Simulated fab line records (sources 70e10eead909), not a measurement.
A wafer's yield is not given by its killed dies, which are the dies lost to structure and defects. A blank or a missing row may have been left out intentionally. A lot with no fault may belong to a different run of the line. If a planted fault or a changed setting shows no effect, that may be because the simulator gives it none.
fab line records	flow nand-harc
record: lots: 6	wafers: 18	last-day: 27
route steps=1159 shown P_CONTACT@225 END@1159
lots that met no fault: from a run of the same line without faults
start-h: the number of hours between the record's first day and the start of the first shown wafer of the lot	wait-h: how many hours have passed since the lot's step before this one	" as in the row above	L1.1+2: a row that stands for several wafers	- value missing, or start not given	* or withheld: withheld	< > ~ a bound
route shown NAME@n: a module of which the file shows steps, and the number in the route of the first	usual: mean and standard deviation over wafers with no fault	same: alike in all rows	chamber/n: place in a boat	sites: the reading at each site	_std_site: how widely they spread, as a standard deviation	_edge_site: mean of outer sites minus mean of inner sites	radius-mm: for every site, how far away it sits from the centre of the wafer	mask NAME#n: copy n	behind: tool/chamber where the wafer was last shaped	hold: the reason the lot was held/the length of the hold in hours/how it ended	device: which transistor (n, p or np) failed to switch	end of line: the same wafers' tests at the end of the route	where a step has no rows: the recipe by itself	killed: not the wafer's yield, but the dies lost to structure and defects at the first sort	map: dies across one wafer; x = killed, . = not, _ = none there
set.NAME: the setting that was run; set.NAME@STEP: the one run at that earlier step	model.NAME: the simulator's own value behind a step, which no gauge read
lots seen at some steps along the route; tables by step, rows by wafer
services: when a tool's chamber went out of use (start-h, in hours from the record's first day, below 0 if earlier), for how many hours, and the reason
== steps ==
step: NHARC_P_CONTACT_COAT_34
recipe: temp-c: 225	time-s: 65
step: NHARC_P_CONTACT_COAT_06
recipe: spin-rpm: 1500	resist-thk-nm: 90
step: NHARC_P_CONTACT_SOFTBAKE_07
recipe: temp-c: 105	time-s: 55
step: NHARC_P_CONTACT_EBR_08
step: NHARC_P_CONTACT_EXPOSE_09
recipe: na: 1.35	target-cd-nm: 90	dose-mj: 81.26	mask-id: P_CA
step: NHARC_P_CONTACT_PEB_10
recipe: peb-temp-c: 100	peb-time-s: 65
step: NHARC_P_CONTACT_DEVELOP_11
recipe: develop-time-s: 35	dev-temp-c: 23
step: NHARC_P_CONTACT_CD_MEAS_12
recipe: target-cd-nm: 90	landing-energy-ev: 500
usual: cd-nm: 89.7/0.53
lot.wafer	tool	chamber	start-h	wait-h	cd-nm
L386.1	cd-sem-01	0	117.94	-	89.1
L386.4	"	0	"	"	89.5
L386.5	"	0	"	"	89.9
L388.2	cd-sem-01	0	126.40	-	89.6
L388.3	"	0	"	"	89.4
L388.5	"	0	"	"	89.8
L397.1	cd-sem-03	0	191.99	-	88.5
L397.3	"	0	"	"	88.8
L397.5	"	0	"	"	89.3
L398.1	cd-sem-02	0	197.58	-	89.7
L398.2	"	0	"	"	90.2
L398.3	"	0	"	"	90.2
L406.3	cd-sem-01	0	238.09	-	90.0
L406.4	"	0	"	"	89.6
L406.5	"	0	"	"	89.6
L408.1	cd-sem-01	0	257.33	-	89.6
L408.2	"	0	"	"	90.2
L408.5	"	0	"	"	89.5
step: NHARC_P_CONTACT_OVL_MEAS_13
usual: overlay-x-nm: -0.1/0.89	overlay-y-nm: 0.2/0.73
lot.wafer	tool	chamber	start-h	wait-h	overlay-x-nm	overlay-y-nm
L386.1	overlay-02	-	118.03	-	-0.8	0.5
L386.4	"	-	"	"	0.1	0.8
L386.5	"	-	"	"	-0.9	0.6
L388.2	overlay-02	-	126.49	-	-0.6	-0.9
L388.3	"	-	"	"	0.4	-0.8
L388.5	"	-	"	"	0.2	-0.4
L397.1	overlay-01	-	192.08	-	-0.7	1.5
L397.3	"	-	"	"	0.1	1.3
L397.5	"	-	"	"	0.1	1.4
L398.1	overlay-02	-	197.67	-	0.0	0.5
L398.2	"	-	"	"	-0.7	1.3
L398.3	"	-	"	"	-0.4	1.2
L406.3	overlay-02	-	238.17	-	-0.2	-0.3
L406.4	"	-	"	"	0.2	-0.4
L406.5	"	-	"	"	0.0	-0.3
L408.1	overlay-02	-	257.41	-	1.3	-0.6
L408.2	"	-	"	"	0.5	-0.5
L408.5	"	-	"	"	1.3	-0.2
step: NHARC_P_CONTACT_INSPECT_14
usual: raw-defect-count: 2.9/1.8
lot.wafer	tool	chamber	start-h	wait-h	raw-defect-count
L386.1	defect-inspect-01	-	118.06	0.0	3
L386.4	"	-	"	"	3
L386.5	"	-	"	"	2
L388.2	defect-inspect-01	-	126.53	0.0	4
L388.3	"	-	"	"	2
L388.5	"	-	"	"	3
L397.1	defect-inspect-01	-	192.12	0.0	0
L397.3	"	-	"	"	3
L397.5	"	-	"	"	4
L398.1	defect-inspect-01	-	197.70	0.0	5
L398.2	"	-	"	"	4
L398.3	"	-	"	"	5
L406.3	defect-inspect-01	-	238.21	0.0	2
L406.4	"	-	"	"	3
L406.5	"	-	"	"	2
L408.1	defect-inspect-01	-	257.45	0.0	5
L408.2	"	-	"	"	3
L408.5	"	-	"	"	8
step: NHARC_P_CONTACT_DESCUM_17
recipe: time-s: 3	o2-flow-sccm: 200	ar-flow-sccm: 0	bias-power-w: 0	chemistry: O2
usual: chamber-pressure-mTorr: 60.00/0.056	drypump-motor-current-A: 5.6/0.35	o2-flow-sccm: 200.0/0.57	oes-product-au: 0.997/0.007	rf-vpp-V: 57.9/0.89	showerhead-plenum-p-Torr: 1.95/0.099	throttle-valve-pct: 11.312/0.0089
lot.wafer	tool	chamber	start-h	wait-h	chamber-pressure-mTorr	drypump-motor-current-A	o2-flow-sccm	oes-product-au	rf-hours-counter-h	rf-vpp-V	showerhead-plenum-p-Torr	throttle-valve-pct
L386.1	rie-diel-08	2	118.13	0.1	59.91	5.9	201.2	0.997	13	59.0	2.05	11.313
L386.4	"	3	"	"	60.02	5.5	200.0	0.996	13	58.9	1.98	11.313
L386.5	"	2	"	"	60.00	5.9	200.4	1.008	-	58.3	2.05	11.306
L388.2	rie-diel-06	0	126.59	0.1	59.97	5.8	199.3	1.007	6	57.0	1.78	11.313
L388.3	"	1	"	"	59.99	6.1	199.7	0.997	6	57.8	2.06	11.323
L388.5	"	1	"	"	60.05	6.1	200.2	0.998	-	59.1	2.06	11.322
L397.3	rie-diel-06	3	192.19	0.1	60.02	5.2	200.9	0.994	13	58.7	2.05	11.309
L397.1	"	0	"	"	59.99	5.8	199.8	0.991	12	57.2	1.78	11.307
L397.5	"	3	"	"	60.04	5.2	200.6	0.999	-	58.3	2.05	11.322
L398.1	rie-diel-08	1	197.77	0.1	60.00	5.2	200.8	1.008	6	59.1	1.96	11.317
L398.2	"	2	"	"	59.98	5.9	199.2	0.991	7	57.8	2.05	11.310
L398.3	"	3	"	"	60.06	5.5	200.3	1.003	6	59.0	1.98	11.297
L406.4	rie-diel-06	1	238.28	0.1	59.98	6.1	200.0	0.995	14	57.6	2.06	11.305
L406.3	"	2	"	"	60.14	5.6	199.7	0.991	17	57.4	1.91	11.302
L406.5	"	0	"	"	60.02	5.8	200.1	0.995	-	56.8	1.78	11.328
L408.1	rie-diel-06	2	257.52	0.1	59.97	5.6	199.5	0.992	1	57.0	1.91	11.324
L408.2	"	0	"	"	60.01	5.8	199.3	1.001	1	57.3	1.78	11.322
L408.5	"	1	"	"	59.95	6.1	199.4	0.999	-	58.6	2.06	11.306
step: NHARC_P_CONTACT_ETCH_35
recipe: target-depth-a: 390	over-etch-frac: 0.3	time-s: 65	ion-energy-ev: 80	cf4-flow-sccm: 150	ar-flow-sccm: 0	rf-w: 300	bias-w: 100	chemistry: CF4
usual: bias-w: 100.0/0.31	cf4-flow-sccm: 150.0/0.46	chamber-pressure-mTorr: 50.00/0.048	drypump-motor-current-A: 5.5/0.34	oes-product-au: 0.999/0.0076	rf-vpp-V: 151.6/1.4	showerhead-plenum-p-Torr: 1.80/0.084	throttle-valve-pct: 13.284/0.0093
lot.wafer	tool	chamber	start-h	wait-h	bias-w	cf4-flow-sccm	chamber-pressure-mTorr	drypump-motor-current-A	oes-product-au	rf-hours-counter-h	rf-vpp-V	showerhead-plenum-p-Torr	throttle-valve-pct
L386.1	rie-diel-08	2	118.22	0.1	100.0	150.0	50.05	5.9	1.006	13	152.4	1.89	13.296
L386.4	"	3	"	"	100.2	150.1	50.08	5.5	1.005	13	151.5	1.83	13.285
L386.5	"	1	"	"	99.7	150.2	50.02	5.2	1.011	-	152.3	1.81	13.288
L388.3	rie-diel-06	2	126.68	0.1	99.5	150.7	50.02	5.6	0.982	6	150.8	1.77	13.284
L388.2	"	0	"	"	100.0	149.6	49.91	5.8	0.999	6	149.6	1.66	13.276
L388.5	"	1	"	"	99.5	150.0	49.97	6.1	0.996	-	152.3	1.89	13.276
L397.3	rie-diel-06	3	192.28	0.1	100.0	151.2	49.94	5.2	1.007	13	154.6	1.88	13.287
L397.1	"	0	"	"	100.2	149.7	49.97	5.7	1.004	12	148.7	1.65	13.282
L397.5	"	2	"	"	99.8	149.8	49.95	5.6	0.982	-	151.7	1.77	13.281
L398.2	rie-diel-08	2	197.85	0.1	100.2	149.9	50.09	5.9	0.992	7	153.8	1.89	13.295
L398.3	"	3	"	"	99.7	149.6	49.97	5.5	0.992	6	152.9	1.83	13.296
L398.1	"	0	"	"	100.3	149.9	49.98	5.3	0.997	6	151.4	1.75	13.283
L406.4	rie-diel-06	0	238.35	0.1	99.7	149.9	49.88	5.8	0.997	19	150.9	1.65	13.288
L406.3	"	1	"	"	99.8	150.5	50.08	6.1	0.998	14	153.5	1.89	13.267
L406.5	"	1	"	"	99.9	150.4	50.02	6.1	1.004	-	150.9	1.89	13.295
L408.1	rie-diel-06	0	257.60	0.1	100.1	150.6	50.11	5.8	1.015	1	149.7	1.65	13.279
L408.2	"	2	"	"	99.5	150.3	50.08	5.6	1.002	1	151.8	1.76	13.285
L408.5	"	0	"	"	100.3	150.1	49.97	5.8	1.008	-	150.0	1.65	13.292
step: NHARC_P_CONTACT_ETCH_36
recipe: target-depth-a: 2600	over-etch-frac: 0.25	time-s: 406.25	ion-energy-ev: 200	n2-flow-sccm: 150	h2-flow-sccm: 150	ar-flow-sccm: 0	rf-w: 400	bias-w: 150	chemistry: N2/H2
usual: bias-w: 150.0/0.41	chamber-pressure-mTorr: 30.000/0.028	drypump-motor-current-A: 5.5/0.33	oes-product-au: 0.997/0.0079	rf-vpp-V: 431.7/2.9	showerhead-plenum-p-Torr: 2.08/0.11	throttle-valve-pct: 14.172/0.0096
lot.wafer	tool	chamber	start-h	wait-h	bias-w	chamber-pressure-mTorr	drypump-motor-current-A	oes-product-au	rf-hours-counter-h	rf-vpp-V	showerhead-plenum-p-Torr	throttle-valve-pct
L386.1	rie-diel-08	2	118.33	-	150.2	29.999	5.9	1.002	14	435.6	2.19	14.177
L386.4	"	0	"	"	150.7	29.990	5.3	1.008	13	430.8	2.02	14.161
L386.5	"	2	"	"	149.7	30.014	5.9	1.007	-	434.1	2.19	14.168
L388.3	rie-diel-06	2	126.79	-	150.3	30.003	5.6	0.993	6	430.6	2.04	14.192
L388.2	"	3	"	"	150.7	30.018	5.2	1.001	6	433.0	2.19	14.155
L388.5	"	2	"	"	150.3	30.005	5.6	0.987	-	430.7	2.04	14.159
L397.1	rie-diel-06	0	192.42	-	-	-	-	-	-	-	-	-
L397.3	"	2	"	"	-	-	-	-	-	-	-	-
L397.5	"	2	"	"	-	-	-	-	-	-	-	-
L398.3	rie-diel-08	3	197.97	-	-	-	-	-	-	-	-	-
L398.1	"	0	"	"	-	-	-	-	-	-	-	-
L398.2	"	1	"	"	-	-	-	-	-	-	-	-
L406.3	rie-diel-06	2	238.44	-	149.7	29.986	5.6	0.998	17	431.6	2.03	14.179
L406.4	"	3	"	"	150.0	29.961	5.2	1.001	20	434.6	2.18	14.163
L406.5	"	3	"	"	149.5	30.025	5.2	1.006	-	434.1	2.18	14.170
L408.2	rie-diel-06	3	257.69	-	150.6	30.017	5.2	0.992	1	432.9	2.18	14.165
L408.1	"	2	"	"	150.2	30.038	5.6	0.998	1	430.4	2.03	14.159
L408.5	"	3	"	"	149.6	30.008	5.2	0.990	-	434.4	2.18	14.157
step: NHARC_P_CONTACT_ETCH_18
recipe: target-depth-a: 4810	time-s: 240.5	c4f8-flow-sccm: 20	o2-flow-sccm: 10	ar-flow-sccm: withheld	rf-w: 600	bias-w: 1500	chemistry: C4F8/O2/Ar
usual: bias-w: 1500/4.6	chamber-pressure-mTorr: 25.000/0.025	oes-product-au: 0.964/0.0099	rf-vpp-V: 981/6.8
lot.wafer	tool	chamber	start-h	wait-h	bias-w	chamber-pressure-mTorr	oes-product-au	rf-hours-counter-h	rf-vpp-V
L386.4	rie-diel-08	3	-	-	1502	24.968	0.974	13	983
L386.1	"	0	"	"	1493	24.996	0.971	13	978
L386.5	"	1	"	"	1500	25.040	0.969	-	981
L388.2	rie-diel-06	3	-	-	1499	24.971	0.957	6	987
L388.3	"	1	"	"	1498	24.975	0.950	6	987
L388.5	"	3	"	"	1501	24.995	0.952	-	987
L397.3	rie-diel-06	3	-	-	1495	24.996	0.964	13	988
L397.1	"	2	"	"	1506	24.973	0.958	12	978
L397.5	"	0	"	"	1500	24.972	0.968	-	969
L398.3	rie-diel-08	2	-	-	1500	24.984	0.948	7	989
L398.1	"	3	"	"	1497	24.978	0.967	6	984
L398.2	"	0	"	"	1506	25.007	0.976	6	978
L406.3	rie-diel-06	0	-	-	1499	24.982	0.959	19	969
L406.4	"	2	"	"	1500	25.005	0.963	17	978
L406.5	"	3	"	"	1511	24.966	0.966	-	987
L408.2	rie-diel-06	2	-	-	1504	24.986	0.955	1	978
L408.1	"	0	"	"	1496	24.999	0.979	1	968
L408.5	"	2	"	"	1506	24.985	0.957	-	979
step: NHARC_END_SORT_01
recipe: temp-c: 25
usual: killed-at-array: 28/11	killed-at-other: 0.9/1.2	killed-at-periphery: 2.6/2.1	killed-dies: 31/11	killed-open: 3.1/1.7	killed-short: 1.9/1.3
same: gross-dies: 677
lot.wafer	tool	chamber	start-h	wait-h	killed-at-array	killed-at-other	killed-at-periphery	killed-dies	killed-open	killed-short
L397.1	prober-01	0	593.59	2.5	30	1	646	677	3	0
L397.3	prober-01	0	595.20	3.1	32	0	645	677	4	3
L397.5	prober-01	0	596.82	3.7	25	0	652	677	6	2
L398.1	prober-01	0	601.47	2.5	32	1	644	677	5	2
L398.2	prober-01	0	602.28	2.8	35	1	641	677	3	4
L398.3	prober-01	0	603.09	3.1	34	0	643	677	2	3
L408.1	prober-01	0	624.89	2.5	30	1	2	33	3	0
L408.2	prober-01	0	625.69	2.8	33	1	2	36	1	2
L408.5	prober-01	0	628.10	3.7	23	1	4	28	3	3
killed by level:class
L397.1 P_CONTACT:area-etch=645 A_SLIT:chamber-film-flake=12 A_CHANNEL_HOLE_D1:chamber-film-flake=10 A_CONTACT:geometric-particle:open=3 A_CHANNEL_FILL_D1:chamber-film-flake=3 P_M2:chamber-film-flake=1 A_ZERO_WELL:chamber-film-flake=1 A_STAIRCASE:chamber-film-flake=1
L397.3 P_CONTACT:area-etch=644 A_CHANNEL_HOLE_D1:chamber-film-flake=9 A_SLIT:chamber-film-flake=8 A_CHANNEL_FILL_D1:chamber-film-flake=3 A_CHANNEL_FILL_D1:geometric-particle:open=2 A_WL_FILL:chamber-film-flake=2 A_CONTACT:chamber-film-flake=2 P_CONTACT:geometric-particle:open=1
L397.5 P_CONTACT:area-etch=649 A_SLIT:chamber-film-flake=11 A_CHANNEL_HOLE_D1:chamber-film-flake=3 A_CHANNEL_FILL_D1:geometric-particle:open=2 A_CHANNEL_FILL_D1:chamber-film-flake=2 A_CONTACT:chamber-film-flake=2 P_CONTACT:geometric-particle:open=1 P_M0:geometric-particle:short=1
L398.1 P_CONTACT:area-etch=639 A_CHANNEL_HOLE_D1:chamber-film-flake=19 P_M1:chamber-film-flake=4 A_M1:chamber-film-flake=3 A_CONTACT:geometric-particle:open=2 A_CONTACT:chamber-film-flake=2 A_ONON_D1:geometric-particle:short=1 A_SGD_CUT:geometric-particle:open=1
L398.2 P_CONTACT:area-etch=639 A_CHANNEL_HOLE_D1:chamber-film-flake=18 A_M1:chamber-film-flake=6 A_CONTACT:chamber-film-flake=3 P_M1:chamber-film-flake=2 A_STAIRCASE:chamber-film-flake=2 A_ONON_D1:geometric-particle:open=1 A_CHANNEL_FILL_D1:geometric-particle:short=1
L398.3 P_CONTACT:area-etch=640 A_CHANNEL_HOLE_D1:chamber-film-flake=18 A_M1:chamber-film-flake=6 A_CONTACT:chamber-film-flake=3 P_M1:chamber-film-flake=2 A_STAIRCASE:chamber-film-flake=2 P_CONTACT:geometric-particle:short=1 A_ONON_D1:geometric-particle:short=1
L408.1 A_SLIT:chamber-film-flake=15 A_CHANNEL_HOLE_D1:chamber-film-flake=9 P_CONTACT:geometric-particle:open=1 A_CONTACT:geometric-particle:open=1 A_M0:geometric-particle:open=1 P_ZERO_WELL:chamber-film-flake=1 A_STAIRCASE:chamber-film-flake=1 A_CONTACT:chamber-film-flake=1
L408.2 A_SLIT:chamber-film-flake=20 A_CHANNEL_HOLE_D1:chamber-film-flake=5 A_STAIRCASE:chamber-film-flake=3 P_STI:chamber-film-flake=2 A_CONTACT:chamber-film-flake=2 A_WL_FILL:geometric-particle:short=1 A_CONTACT:geometric-particle:open=1 A_CONTACT:geometric-particle:short=1
L408.5 A_SLIT:chamber-film-flake=9 A_CHANNEL_HOLE_D1:chamber-film-flake=7 P_CONTACT:chamber-film-flake=2 P_GATE:geometric-particle:short=1 P_CONTACT:geometric-particle:open=1 A_CHANNEL_FILL_D1:geometric-particle:short=1 A_STAIRCASE:geometric-particle:short=1 A_CONTACT:geometric-particle:open=1
map L397.1 (x killed, . not)
____________x____________
_________xxxxxxx_________
_______xxxxxxxxxxx_______
______xxxxxxxxxxxxx______
_____xxxxxxxxxxxxxxx_____
____xxxxxxxxxxxxxxxxx____
____xxxxxxxxxxxxxxxxx____
___xxxxxxxxxxxxxxxxxxx___
___xxxxxxxxxxxxxxxxxxx___
__xxxxxxxxxxxxxxxxxxxxx__
__xxxxxxxxxxxxxxxxxxxxx__
_xxxxxxxxxxxxxxxxxxxxxxx_
_xxxxxxxxxxxxxxxxxxxxxxx_
_xxxxxxxxxxxxxxxxxxxxxxx_
_xxxxxxxxxxxxxxxxxxxxxxx_
_xxxxxxxxxxxxxxxxxxxxxxx_
xxxxxxxxxxxxxxxxxxxxxxxxx
xxxxxxxxxxxxxxxxxxxxxxxxx
xxxxxxxxxxxxxxxxxxxxxxxxx
xxxxxxxxxxxxxxxxxxxxxxxxx
xxxxxxxxxxxxxxxxxxxxxxxxx
_xxxxxxxxxxxxxxxxxxxxxxx_
_xxxxxxxxxxxxxxxxxxxxxxx_
_xxxxxxxxxxxxxxxxxxxxxxx_
_xxxxxxxxxxxxxxxxxxxxxxx_
_xxxxxxxxxxxxxxxxxxxxxxx_
__xxxxxxxxxxxxxxxxxxxxx__
__xxxxxxxxxxxxxxxxxxxxx__
___xxxxxxxxxxxxxxxxxxx___
___xxxxxxxxxxxxxxxxxxx___
____xxxxxxxxxxxxxxxxx____
____xxxxxxxxxxxxxxxxx____
_____xxxxxxxxxxxxxxx_____
______xxxxxxxxxxxxx______
_______xxxxxxxxxxx_______
_________xxxxxxx_________
____________x____________
map L398.1 (x killed, . not)
____________x____________
_________xxxxxxx_________
_______xxxxxxxxxxx_______
______xxxxxxxxxxxxx______
_____xxxxxxxxxxxxxxx_____
____xxxxxxxxxxxxxxxxx____
____xxxxxxxxxxxxxxxxx____
___xxxxxxxxxxxxxxxxxxx___
___xxxxxxxxxxxxxxxxxxx___
__xxxxxxxxxxxxxxxxxxxxx__
__xxxxxxxxxxxxxxxxxxxxx__
_xxxxxxxxxxxxxxxxxxxxxxx_
_xxxxxxxxxxxxxxxxxxxxxxx_
_xxxxxxxxxxxxxxxxxxxxxxx_
_xxxxxxxxxxxxxxxxxxxxxxx_
_xxxxxxxxxxxxxxxxxxxxxxx_
xxxxxxxxxxxxxxxxxxxxxxxxx
xxxxxxxxxxxxxxxxxxxxxxxxx
xxxxxxxxxxxxxxxxxxxxxxxxx
xxxxxxxxxxxxxxxxxxxxxxxxx
xxxxxxxxxxxxxxxxxxxxxxxxx
_xxxxxxxxxxxxxxxxxxxxxxx_
_xxxxxxxxxxxxxxxxxxxxxxx_
_xxxxxxxxxxxxxxxxxxxxxxx_
_xxxxxxxxxxxxxxxxxxxxxxx_
_xxxxxxxxxxxxxxxxxxxxxxx_
__xxxxxxxxxxxxxxxxxxxxx__
__xxxxxxxxxxxxxxxxxxxxx__
___xxxxxxxxxxxxxxxxxxx___
___xxxxxxxxxxxxxxxxxxx___
____xxxxxxxxxxxxxxxxx____
____xxxxxxxxxxxxxxxxx____
_____xxxxxxxxxxxxxxx_____
______xxxxxxxxxxxxx______
_______xxxxxxxxxxx_______
_________xxxxxxx_________
____________x____________
== services ==
tool	chamber	start-h	hours	kind
rie-diel-08	3	96.93	9.8	repair
rie-diel-06	0	97.78	-	clean
rie-diel-06	1	97.78	-	clean
rie-diel-06	2	97.78	-	clean
rie-diel-06	3	97.78	-	clean
rie-diel-06	0	122.28	-	clean
rie-diel-06	1	122.28	-	clean
rie-diel-06	2	122.28	-	clean
rie-diel-06	3	122.28	-	clean
rie-diel-08	-	124.84	9.0	pm
rie-diel-06	0	146.78	-	clean
rie-diel-06	1	146.78	-	clean
rie-diel-06	2	146.78	-	clean
rie-diel-06	3	146.78	-	clean
rie-diel-08	-	159.65	0.1	repair
rie-diel-06	2	165.20	3.2	repair
rie-diel-06	2	169.35	5.5	repair
rie-diel-06	0	171.28	-	clean
rie-diel-06	1	171.28	-	clean
rie-diel-06	3	171.28	-	clean
rie-diel-06	1	183.93	2.6	repair
rie-diel-06	1	190.50	16.4	repair
rie-diel-06	-	241.28	9.0	pm
rie-diel-06	-	251.75	0.6	repair
== key ==
first-sign: step: NHARC_P_CONTACT_ETCH_36	reading: tool-record	direction: missing
effect: step: NHARC_END_SORT_01	reading: killed-at-periphery	direction: up	sigmas: 99+	usual: 2.6	struck: 645.2
more-kills-born-at: NHARC_P_CONTACT_ETCH_36@rie-diel-06: 1938	NHARC_P_CONTACT_ETCH_36@rie-diel-08: 1918
met-at NHARC_P_CONTACT_ETCH_36
struck-wafers L397.1,L397.3,L397.5,L398.1,L398.2,L398.3
later-rows-left-out L397.1,L397.3,L397.5,L398.1,L398.2,L398.3
tester-left-out L397,L398
onset-between 126.79 192.42
fault: kind: skipped-step-whole	tool: rie-diel-06,rie-diel-08	chamber: -	onset-h: 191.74	steps: NHARC_P_CONTACT_ETCH_36	scope: struck-lots-only
tester-left-out: of these lots the tester's yield and bins aren't shown, on N5 and GAA mostly nor the transistor test; their killed dies are dies lost to structure and defects alone, not to doping, threshold or leakage, so they don't give the yield
later-rows-left-out: the simulator's readings of these wafers behind a module that went badly wrong aren't trusted and aren't shown, but for the sort
